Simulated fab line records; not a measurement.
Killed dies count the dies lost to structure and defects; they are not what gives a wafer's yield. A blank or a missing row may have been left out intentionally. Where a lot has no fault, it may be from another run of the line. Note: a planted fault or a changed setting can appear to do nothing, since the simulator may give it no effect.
fab line records ; flow n5Finfet
record: lots: 7; wafers: 21
route steps=1938 shown MOL_CONTACT_COAG@523 BEOL_M0_CUTY@705
startH: start of the lot's first displayed wafer, in hours after the record's first day ; waitH: hours elapsed since this lot's preceding step ; " same as the row above ; L1.1+2: one row covering several wafers at once ; - no value, or no start was given ; * or withheld: withheld ; < > ~ a bound
route shown NAME@n: a module of which the file shows steps, and the number in the route of the first ; usual: mean/standard deviation taken from wafers without a fault ; same: alike in all rows ; chamber/n: place in a boat ; sites: readings site by site ; _std_site: the values' standard deviation ; _edge_site: the outer-site mean with the inner-site mean subtracted ; radiusMm: for every site, how far away it sits from the centre of the wafer ; mask NAME#n: copy n ; behind: tool/chamber where the wafer was last shaped ; hold: the reason the lot was held/the length of the hold in hours/how it ended ; device: the n, p or np transistor that did not switch ; end of line: tests run on the same wafers once the route is complete ; a step given without rows: its recipe and nothing more ; killed: count of dies lost to structure and defects at first sort (not the wafer's yield) ; map: the dies of a wafer, with x for killed, . for not killed, _ for no die there
set.NAME: setting as actually run; set.NAME@STEP: the setting as run at that earlier step ; model.NAME: the simulator's own value behind a step, which no gauge read
one table per step and one row per wafer, for lots whose settings were changed on purpose
== steps ==
step: N5_MOL_CONTACT_COAG_EXPOSE_05
recipe: maskId: CA; na: 0.33; sourceShape: annular; sigmaInner: 0.4; sigmaOuter: 0.8; polarization: unpolarized; defocusNm: 0; doseMj: 38.25
lot.wafer;tool;chamber;startH;waitH;mask;set.doseMj
L083.3+4+5;euvScanner-02;0;149.35;-;CA#0;38.25
L086.1;euvScanner-01;0;159.49;-;CA#0;38.25
L086.2+5;euvScanner-01;0;159.49;-;CA#0;39.07
L087.1;euvScanner-01;0;165.43;-;CA#0;40.41
L087.2+6;euvScanner-01;0;165.43;-;CA#0;38.25
L089.3+6;euvScanner-01;0;180.02;-;CA#0;38.25
L089.5;euvScanner-01;0;180.02;-;CA#0;35.91
L090.2;euvScanner-02;0;182.41;-;CA#0;38.25
L090.3+6;euvScanner-02;0;182.41;-;CA#0;40.4
L092.1+2;euvScanner-01;0;199.54;-;CA#0;35.82
L092.5;euvScanner-01;0;199.54;-;CA#0;38.25
L096.1+3;euvScanner-02;0;218.57;-;CA#0;38.25
L096.5;euvScanner-02;0;218.57;-;CA#0;36.11
step: N5_MOL_CONTACT_COAG_PEB_06
recipe: pebTempC: 100; pebTimeS: 60; resist: CAR-EUV
step: N5_MOL_CONTACT_COAG_DEVELOP_07
recipe: developTimeS: 30; developer: TMAH; resist: CAR-EUV; rinseLiquid: surfactantRinse; dry: airSpin; devTempC: 23
lot.wafer;tool;chamber;startH;waitH;set.spinRpm@MOL_CONTACT_COAG_COAT_02;model.CAR-EUV_of_MOL_CONTACT_COAG_COAT_02.thkNm
L083.3+4+5;lithoTrack-01;0;-;-;1500;29.6
L086.1;lithoTrack-05;0;-;-;1500;29.4
L086.2;lithoTrack-05;0;-;-;1412;30.4
L086.5;lithoTrack-05;0;-;-;1412;30.6
L087.1+2+6;lithoTrack-04;0;-;-;1500;29.6
L089.3+6;lithoTrack-01;0;-;-;1646;28.2
L089.5;lithoTrack-01;0;-;-;1500;29.4
L090.2+3+6;lithoTrack-05;0;-;-;1630;28.4
L092.1+2+5;lithoTrack-05;0;-;-;1386;30.8
L096.1+3+5;lithoTrack-01;0;-;-;1427;30.4
step: N5_MOL_CONTACT_COAG_CD_MEAS_08
recipe: targetCdNm: 28; landingEnergyEv: 500; detector: seInlens; polarity: opening
usual: cdNm: 28.05/0.26
lot.wafer;tool;chamber;startH;waitH;set.doseMj@MOL_CONTACT_COAG_EXPOSE_05;cdNm
L083.3;cdSem-03;0;149.47;-;38.25;28.04
L083.4;cdSem-03;0;149.47;-;38.25;27.62
L083.5;cdSem-03;0;149.47;-;38.25;27.98
L086.1;cdSem-03;0;159.62;-;38.25;28.12
L086.2;cdSem-03;0;159.62;-;39.07;28.31
L086.5;cdSem-03;0;159.62;-;39.07;28.41
L087.1;cdSem-03;0;165.56;-;40.41;28.99
L087.2;cdSem-03;0;165.56;-;38.25;28.00
L087.6;cdSem-03;0;165.56;-;38.25;27.82
L089.3;cdSem-01;0;180.14;-;38.25;28.03
L089.5;cdSem-01;0;180.14;-;35.91;26.45
L089.6;cdSem-01;0;180.14;-;38.25;28.10
L090.2;cdSem-03;0;182.54;-;38.25;28.30
L090.3;cdSem-03;0;182.54;-;40.4;29.36
L090.6;cdSem-03;0;182.54;-;40.4;29.45
L092.1;cdSem-01;0;199.67;-;35.82;26.29
L092.2;cdSem-01;0;199.67;-;35.82;26.30
L092.5;cdSem-01;0;199.67;-;38.25;28.08
L096.1;cdSem-01;0;218.70;-;38.25;27.99
L096.3;cdSem-01;0;218.70;-;38.25;28.00
L096.5;cdSem-01;0;218.70;-;36.11;26.89
step: N5_MOL_CONTACT_COAG_DESCUM_13
recipe: chemistry: O2; timeS: 7; sourcePowerW: 50; biasPowerW: 20; pressureMtorr: 20; rfFrequencyHz: 2.712e+07; tempC: 40; resist: CAR-EUV; o2FlowSccm: 225
lot.wafer;tool;chamber;startH;waitH;set.spinRpm@MOL_CONTACT_COAG_COAT_02;model.CAR-EUV_of_MOL_CONTACT_COAG_COAT_02.thkNm
L083.3;rieDiel-01;3;149.59;0.0;1500;26
L083.4+5;rieDiel-01;0,3;149.59;0.0;1500;26.2
L086.1;rieDiel-06;1;160.03;0.3;1500;26
L086.2+5;rieDiel-06;0,1;160.03;0.3;1412;27
L087.1+6;rieDiel-02;0;165.68;0.0;1500;26
L087.2;rieDiel-02;3;165.68;0.0;1500;26.2
L089.3+6;rieDiel-01;1,2;180.30;0.1;1646;24.6
L089.5;rieDiel-01;3;180.30;0.1;1500;26
L090.2+3+6;rieDiel-06;2,0,1;182.84;0.2;1630;24.8
L092.1;rieDiel-06;2;199.79;0.0;1386;27.2
L092.2+5;rieDiel-06;0;199.79;0.0;1386;27.4
L096.1;rieDiel-01;3;218.89;0.1;1427;26.8
L096.3+5;rieDiel-01;0,3;218.89;0.1;1427;27
step: N5_MOL_CONTACT_COAG_ETCH_59
recipe: chemistry: N2/H2; target: underlayer; targetDepthA: 130; maskMaterial: CAR-EUV; timeS: 10.4; ionEnergyEv: 200; pressureMtorr: 30; sourceW: 840; biasW: 150; n2FlowSccm: 200; h2FlowSccm: 200; ends: cleared
lot.wafer;tool;chamber;startH;waitH;set.doseMj@MOL_CONTACT_COAG_EXPOSE_05;model.MOL_CONTACT_COAG.cdOffsetNm
L083.3+4+5;rieDiel-01;3,0,3;149.62;0.0;38.25;0
L086.1;rieDiel-06;1;160.06;0.0;38.25;0
L086.2;rieDiel-06;0;160.06;0.0;39.07;0.4
L086.5;rieDiel-06;1;160.06;0.0;39.07;0.6
L087.1;rieDiel-02;0;165.71;0.0;40.41;1.4
L087.2+6;rieDiel-02;3,0;165.71;0.0;38.25;0
L089.3+6;rieDiel-01;1,2;180.34;0.0;38.25;0
L089.5;rieDiel-01;3;180.34;0.0;35.91;-1.4
L090.2;rieDiel-06;2;182.87;0.0;38.25;0.4
L090.3;rieDiel-06;0;182.87;0.0;40.4;1.2
L090.6;rieDiel-06;1;182.87;0.0;40.4;1.4
L092.1+2;rieDiel-06;2,0;199.83;0.0;35.82;-1.6
L092.5;rieDiel-06;0;199.83;0.0;38.25;0
L096.1+3;rieDiel-01;3,0;218.93;0.0;38.25;0
L096.5;rieDiel-01;3;218.93;0.0;36.11;-1.2
step: N5_MOL_CONTACT_COAG_ETCH_105
recipe: chemistry: CF4; target: SiARC; targetDepthA: 156; maskMaterial: CAR-EUV; timeS: 26; ionEnergyEv: 80; pressureMtorr: 40; sourceW: 545; biasW: 36; Ar_flow_sccm: 100; cf4FlowSccm: 100; ends: cleared
step: N5_MOL_CONTACT_COAG_ETCH_106
recipe: chemistry: N2/H2; target: SOC; targetDepthA: 800; overetchA: 160; maskMaterial: SiARC; tempC: 40; timeS: 120; ionEnergyEv: 200; pressureMtorr: 30; sourceW: 840; biasW: 150; n2FlowSccm: 200; h2FlowSccm: 200
lot.wafer;tool;chamber;startH;waitH;set.doseMj@MOL_CONTACT_COAG_EXPOSE_05;model.MOL_CONTACT_COAG.cdOffsetNm
L083.3+4;rieDiel-01;3,0;149.67;0.0;38.25;0
L083.5;rieDiel-01;3;149.67;0.0;38.25;0.2
L086.1;rieDiel-06;1;160.11;0.0;38.25;0
L086.2+5;rieDiel-06;0,1;160.11;0.0;39.07;0.4
L087.1;rieDiel-02;0;165.76;0.0;40.41;1.2
L087.2;rieDiel-02;3;165.76;0.0;38.25;0
L087.6;rieDiel-02;0;165.76;0.0;38.25;-0.2
L089.3;rieDiel-01;1;180.38;0.0;38.25;0.4
L089.5;rieDiel-01;3;180.38;0.0;35.91;-1.2
L089.6;rieDiel-01;2;180.38;0.0;38.25;0.2
L090.2;rieDiel-06;2;182.92;0.0;38.25;0.2
L090.3;rieDiel-06;0;182.92;0.0;40.4;1
L090.6;rieDiel-06;1;182.92;0.0;40.4;1.2
L092.1;rieDiel-06;2;199.87;0.0;35.82;-1.6
L092.2;rieDiel-06;0;199.87;0.0;35.82;-1.8
L092.5;rieDiel-06;0;199.87;0.0;38.25;0
L096.1+3;rieDiel-01;3,0;218.97;0.0;38.25;0
L096.5;rieDiel-01;3;218.97;0.0;36.11;-1.2
step: N5_MOL_CONTACT_COAG_STRIP_107
recipe: chemistry: N2/H2; tempC: 40; n2FlowSccm: 200; h2FlowSccm: 200; rfFrequencyHz: 6e+07
step: N5_MOL_CONTACT_COAG_STRIP_108
recipe: chemistry: N2/H2; tempC: 40; n2FlowSccm: 200; h2FlowSccm: 200; rfFrequencyHz: 6e+07
step: N5_MOL_CONTACT_COAG_ETCH_110
recipe: chemistry: CF4/O2; target: Si; targetDepthA: 25; timeS: 8; pressureMtorr: 100; sourceW: 200; biasW: 12; ionEnergyEv: 60; Ar_flow_sccm: 100; cf4FlowSccm: 100; O2_flow_sccm: 10
step: N5_MOL_CONTACT_COAG_STRIP_98
recipe: chemistry: N2/H2; powerW: 500; tempC: 40; pressureMtorr: 50; rfFrequencyHz: 6e+07; overashFraction: 0.3; biasPowerW: 8; h2Frac: 0.5; n2FlowSccm: 300; h2FlowSccm: 300
step: N5_MOL_CONTACT_COAG_CD_MEAS_99
recipe: targetCdNm: 17.2; polarity: opening
usual: cdNm: 17.28/0.28
lot.wafer;tool;chamber;startH;waitH;set.doseMj@MOL_CONTACT_COAG_EXPOSE_05;cdNm
L083.3;cdSem-01;-;149.99;-;38.25;17.06
L083.4;cdSem-01;-;149.99;-;38.25;17.19
L083.5;cdSem-01;-;149.99;-;38.25;17.54
L086.1;cdSem-01;-;160.43;-;38.25;17.22
L086.2;cdSem-01;-;160.43;-;39.07;17.79
L086.5;cdSem-01;-;160.43;-;39.07;17.75
L087.1;cdSem-01;-;166.08;-;40.41;18.05
L087.2;cdSem-01;-;166.08;-;38.25;17.02
L087.6;cdSem-01;-;166.08;-;38.25;16.94
L089.3;cdSem-02;-;180.70;-;38.25;17.24
L089.5;cdSem-02;-;180.70;-;35.91;15.85
L089.6;cdSem-02;-;180.70;-;38.25;17.62
L090.2;cdSem-01;-;183.24;-;38.25;17.28
L090.3;cdSem-01;-;183.24;-;40.4;18.58
L090.6;cdSem-01;-;183.24;-;40.4;18.46
L092.1;cdSem-03;-;200.19;-;35.82;15.55
L092.2;cdSem-03;-;200.19;-;35.82;15.46
L092.5;cdSem-03;-;200.19;-;38.25;17.04
L096.1;cdSem-03;-;219.29;-;38.25;17.31
L096.3;cdSem-03;-;219.29;-;38.25;17.20
L096.5;cdSem-03;-;219.29;-;36.11;15.91
step: N5_MOL_CONTACT_COAG_ALD_131
recipe: material: SiO2; targetThkA: 50; tempC: 100; aldPrecursorFamily: BDEAS; aldCoReactant: O2-plasma; pulseTimeS: 1; coReactantPulseTimeS: 1; purgeTimeS: 2; coReactantPurgeTimeS: 2; aldCycles: 35; pressureTorr: 2
lot.wafer;tool;chamber;startH;waitH;set.aldCycles;model.SiO2_of_MOL_CONTACT_COAG_ALD_131.thkNm
L083.3+4+5;aldSin-03;3,1,0;160.70;0.1;35;5
L086.1+2+5;aldSin-02;0,2,1;171.44;0.1;35;5
L087.1;aldSin-03;2;175.06;0.1;35;5
L087.2+6;aldSin-03;1,3;175.06;0.1;37;5.4
L089.3+5+6;aldSin-01;3,1,0;191.21;0.1;35;5
L090.2+3+6;aldSin-02;3,2,3;193.67;0.1;35;5
L092.1+2+5;aldSin-03;2,1,0;210.57;0.1;35;5
L096.1+5;aldSin-01;2;230.44;0.1;32;4.6
L096.3;aldSin-01;3;230.44;0.1;35;5
step: N5_MOL_CONTACT_COAG_ETCHBACK_136
recipe: chemistry: CHF3; target: SiO2; targetDepthA: 250; timeS: 16.7; ionEnergyEv: 200; pressureMtorr: 30; sourceW: 610; biasW: 170; Ar_flow_sccm: 200; CHF3_flow_sccm: 50
lot.wafer;tool;chamber;startH;waitH;set.targetDepthA
L083.3+4+5;rieDiel-01;2,3,0;162.36;0.0;250
L086.1+2+5;rieDiel-02;1,2,3;173.18;0.0;250
L087.1+2;rieDiel-02;1,2;176.61;0.0;250
L087.6;rieDiel-02;2;176.61;0.0;225
L089.3+5+6;rieDiel-02;3,2,1;193.61;0.0;250
L090.2+3+6;rieDiel-06;0,1,0;195.79;0.0;250
L092.1+5;rieDiel-01;3,2;212.75;0.0;229.2
L092.2;rieDiel-01;0;212.75;0.0;250
L096.1+5;rieDiel-06;2,0;232.17;0.0;250
L096.3;rieDiel-06;3;232.17;0.0;270.1
step: N5_MOL_CONTACT_COAG_STRIP_120
recipe: chemistry: CHF3; resist: SiARC; rfFrequencyHz: 6e+07
step: N5_MOL_CONTACT_COAG_VIA_ETCH_117
recipe: chemistry: C4F6/O2; targetDepthA: 400; overetchA: 80; maskMaterial: SOC; target: SiO2; biasW: 455; pressureMtorr: 10; timeS: 26; sourceW: 325; Ar_flow_sccm: 300; C4F6_flow_sccm: 10; O2_flow_sccm: 10; ionEnergyEv: 575.3; ends: endPoint
lot.wafer;tool;chamber;startH;waitH;set.targetDepthA@MOL_CONTACT_COAG_ETCHBACK_136;model.MOL_CONTACT_COAG.featureDepthNm;model.etch.depthNm
L083.3;rieDiel-01;2;162.39;0.0;250;40.4;40.4
L083.4;rieDiel-01;3;162.39;0.0;250;40;39.96
L083.5;rieDiel-01;0;162.39;0.0;250;40.4;40.44
L086.1;rieDiel-02;1;173.21;0.0;250;40.2;40.12
L086.2;rieDiel-02;2;173.21;0.0;250;40.4;40.39
L086.5;rieDiel-02;3;173.21;0.0;250;40.2;40.16
L087.1;rieDiel-02;1;176.64;0.0;250;39.8;39.75
L087.2;rieDiel-02;2;176.64;0.0;250;39.6;39.51
L087.6;rieDiel-02;2;176.64;0.0;225;42;41.98
L089.3;rieDiel-02;3;193.64;0.0;250;40.4;40.4
L089.5;rieDiel-02;2;193.64;0.0;250;40.2;40.12
L089.6;rieDiel-02;1;193.64;0.0;250;40;40.09
L090.2;rieDiel-06;0;195.82;0.0;250;39.8;39.74
L090.3;rieDiel-06;1;195.82;0.0;250;40;39.95
L090.6;rieDiel-06;0;195.82;0.0;250;39.6;39.52
L092.1;rieDiel-01;3;212.78;0.0;229.2;42.4;42.31
L092.2;rieDiel-01;0;212.78;0.0;250;40.6;40.53
L092.5;rieDiel-01;2;212.78;0.0;229.2;42.8;42.71
L096.1;rieDiel-06;2;232.20;0.0;250;39.8;39.79
L096.3;rieDiel-06;3;232.20;0.0;270.1;38;38.02
L096.5;rieDiel-06;0;232.20;0.0;250;39.4;39.41
step: N5_BEOL_M0_CUTY_EXPOSE_54
recipe: maskId: M0_ABLK; na: 1.35; sourceShape: conventional; sigmaOuter: 0.8; polarization: unpolarized; doseMj: 36
lot.wafer;tool;chamber;startH;waitH;mask;set.doseMj
L083.3+4+5;arfiScanner-02;0;174.44;-;M0_ABLK#0;36
L086.1+2;arfiScanner-02;0;185.22;-;M0_ABLK#0;34.43
L086.5;arfiScanner-02;0;185.22;-;M0_ABLK#0;36
L087.1+2;arfiScanner-02;0;189.55;-;M0_ABLK#0;36
L087.6;arfiScanner-02;0;189.55;-;M0_ABLK#0;38.31
L089.3+5;arfiScanner-02;0;204.48;-;M0_ABLK#0;36
L089.6;arfiScanner-02;0;204.48;-;M0_ABLK#0;37.82
L090.2+6;arfiScanner-03;0;207.60;-;M0_ABLK#0;36
L090.3;arfiScanner-03;0;207.60;-;M0_ABLK#0;37.84
L092.1+5;arfiScanner-02;0;225.33;-;M0_ABLK#0;34.79
L092.2;arfiScanner-02;0;225.33;-;M0_ABLK#0;36
L096.1;arfiScanner-02;0;245.17;-;M0_ABLK#0;36
L096.3+5;arfiScanner-02;0;245.17;-;M0_ABLK#0;38.45
step: N5_BEOL_M0_CUTY_PEB_55
recipe: pebTempC: 110; pebTimeS: 60; resist: CAR-ArF-block
step: N5_BEOL_M0_CUTY_DEVELOP_56
recipe: developTimeS: 30; developer: TMAH; resist: CAR-ArF-block; rinseLiquid: diw; dry: airSpin; devTempC: 23
step: N5_BEOL_M0_CUTY_CD_MEAS_57
recipe: targetCdNm: 200; landingEnergyEv: 500; detector: seInlens; polarity: line
usual: cdNm: 199.9/0.85
lot.wafer;tool;chamber;startH;waitH;set.doseMj@BEOL_M0_CUTY_EXPOSE_54;cdNm
L083.3;cdSem-01;0;174.56;-;36;199.0
L083.4;cdSem-01;0;174.56;-;36;201.0
L083.5;cdSem-01;0;174.56;-;36;199.6
L086.1;cdSem-02;0;185.34;-;34.43;202.1
L086.2;cdSem-02;0;185.34;-;34.43;202.9
L086.5;cdSem-02;0;185.34;-;36;201.6
L087.1;cdSem-01;0;189.68;-;36;199.2
L087.2;cdSem-01;0;189.68;-;36;199.2
L087.6;cdSem-01;0;189.68;-;38.31;194.6
L089.3;cdSem-01;0;204.60;-;36;199.9
L089.5;cdSem-01;0;204.60;-;36;199.5
L089.6;cdSem-01;0;204.60;-;37.82;196.4
L090.2;cdSem-01;0;207.72;-;36;200.1
L090.3;cdSem-01;0;207.72;-;37.84;197.4
L090.6;cdSem-01;0;207.72;-;36;201.2
L092.1;cdSem-01;0;225.45;-;34.79;202.6
L092.2;cdSem-01;0;225.45;-;36;200.0
L092.5;cdSem-01;0;225.45;-;34.79;201.9
L096.1;cdSem-03;0;245.29;-;36;199.9
L096.3;cdSem-03;0;245.29;-;38.45;194.6
L096.5;cdSem-03;0;245.29;-;38.45;194.4
step: N5_BEOL_M0_CUTY_DESCUM_61
recipe: chemistry: O2; timeS: 7.9; sourcePowerW: 50; biasPowerW: 20; pressureMtorr: 20; rfFrequencyHz: 2.712e+07; tempC: 40; resist: CAR-ArF-block; o2FlowSccm: 225
lot.wafer;tool;chamber;startH;waitH;set.timeS
L083.3+4+5;rieDiel-01;1,3,3;174.64;0.0;7.9
L086.1+2;rieDiel-01;1,0;185.43;0.0;6.355
L086.5;rieDiel-01;0;185.43;0.0;7.9
L087.1+6;rieDiel-01;3,0;189.76;0.0;9.017
L087.2;rieDiel-01;1;189.76;0.0;7.9
L089.3+6;rieDiel-01;0,1;204.68;0.0;7.305
L089.5;rieDiel-01;0;204.68;0.0;7.9
L090.2+3;rieDiel-02;2,0;207.81;0.0;7.9
L090.6;rieDiel-02;0;207.81;0.0;6.805
L092.1;rieDiel-01;1;225.73;0.2;9.129
L092.2+5;rieDiel-01;2,3;225.73;0.2;7.9
L096.1;rieDiel-01;0;246.22;0.9;7.9
L096.3+5;rieDiel-01;1;246.22;0.9;8.817
step: N5_BEOL_M0_CUTY_ETCH_62
recipe: chemistry: CF4; target: SiARC; maskMaterial: CAR-ArF-block; timeS: 58.5; ionEnergyEv: 80; pressureMtorr: 40; sourceW: 545; biasW: 36; Ar_flow_sccm: 100; cf4FlowSccm: 100; ends: cleared
step: N5_BEOL_M0_CUTY_ETCH_63
recipe: chemistry: N2/H2; target: SOC; targetDepthA: 827; overetchA: 165; maskMaterial: SiARC; tempC: 40; ionEnergyEv: 200; timeS: 124; pressureMtorr: 30; sourceW: 840; biasW: 150; n2FlowSccm: 200; h2FlowSccm: 200
lot.wafer;tool;chamber;startH;waitH;set.doseMj@BEOL_M0_CUTY_EXPOSE_54;model.BEOL_M0_CUTY.cdOffsetNm
L083.3;rieDiel-01;1;174.72;0.0;36;-0.8
L083.4;rieDiel-01;3;174.72;0.0;36;0.4
L083.5;rieDiel-01;3;174.72;0.0;36;-0.4
L086.1;rieDiel-01;1;185.51;0.0;34.43;2.2
L086.2;rieDiel-01;0;185.51;0.0;34.43;3.4
L086.5;rieDiel-01;0;185.51;0.0;36;1.2
L087.1;rieDiel-01;3;189.85;0.0;36;-1.4
L087.2;rieDiel-01;1;189.85;0.0;36;-0.8
L087.6;rieDiel-01;0;189.85;0.0;38.31;-5.6
L089.3+5;rieDiel-01;0;204.76;0.0;36;-0.4
L089.6;rieDiel-01;1;204.76;0.0;37.82;-3.2
L090.2;rieDiel-02;2;207.89;0.0;36;0.2
L090.3;rieDiel-02;0;207.89;0.0;37.84;-2.2
L090.6;rieDiel-02;0;207.89;0.0;36;1.2
L092.1;rieDiel-01;1;225.81;0.0;34.79;2.2
L092.2;rieDiel-01;2;225.81;0.0;36;-0.4
L092.5;rieDiel-01;3;225.81;0.0;34.79;1.4
L096.1;rieDiel-01;0;246.30;0.0;36;-0.2
L096.3;rieDiel-01;1;246.30;0.0;38.45;-5.8
L096.5;rieDiel-01;1;246.30;0.0;38.45;-5.6
== key ==
split: step: N5_MOL_CONTACT_COAG_EXPOSE_05; setting: doseMj; stated: 38.25; by: wafer
response: step: N5_MOL_CONTACT_COAG_CD_MEAS_08; reading: cdNm; change: +0.227; per: 1%; r: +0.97
response: step: N5_MOL_CONTACT_COAG_ETCH_59; reading: model.MOL_CONTACT_COAG.cdOffsetNm; change: +0.223; per: 1%; r: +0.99
response: step: N5_MOL_CONTACT_COAG_ETCH_106; reading: model.MOL_CONTACT_COAG.cdOffsetNm; change: +0.225; per: 1%; r: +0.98
response: step: N5_MOL_CONTACT_COAG_CD_MEAS_99; reading: cdNm; change: +0.232; per: 1%; r: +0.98
split: step: N5_MOL_CONTACT_COAG_ALD_131; setting: aldCycles; stated: 35; by: wafer
response: step: N5_MOL_CONTACT_COAG_ALD_131; reading: model.SiO2_of_MOL_CONTACT_COAG_ALD_131.thkNm; change: +0.0538; per: 1%; r: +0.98
split: step: N5_MOL_CONTACT_COAG_ETCHBACK_136; setting: targetDepthA; stated: 250; by: wafer
response: step: N5_MOL_CONTACT_COAG_VIA_ETCH_117; reading: model.MOL_CONTACT_COAG.featureDepthNm; change: -0.225; per: 1%; r: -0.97
response: step: N5_MOL_CONTACT_COAG_VIA_ETCH_117; reading: model.etch.depthNm; change: -0.225; per: 1%; r: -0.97
split: step: N5_BEOL_M0_CUTY_EXPOSE_54; setting: doseMj; stated: 36; by: wafer
response: step: N5_BEOL_M0_CUTY_CD_MEAS_57; reading: cdNm; change: -0.655; per: 1%; r: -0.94
response: step: N5_BEOL_M0_CUTY_ETCH_63; reading: model.BEOL_M0_CUTY.cdOffsetNm; change: -0.647; per: 1%; r: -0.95
split: step: N5_BEOL_M0_CUTY_DESCUM_61; setting: timeS; stated: 7.9; by: wafer
response none clear
split outsideThisFile step=N5_MOL_CONTACT_COAG_COAT_02 setting=spinRpm
split outsideThisFile: this setting was split too, and the file shows its column; the key of that split is in another file
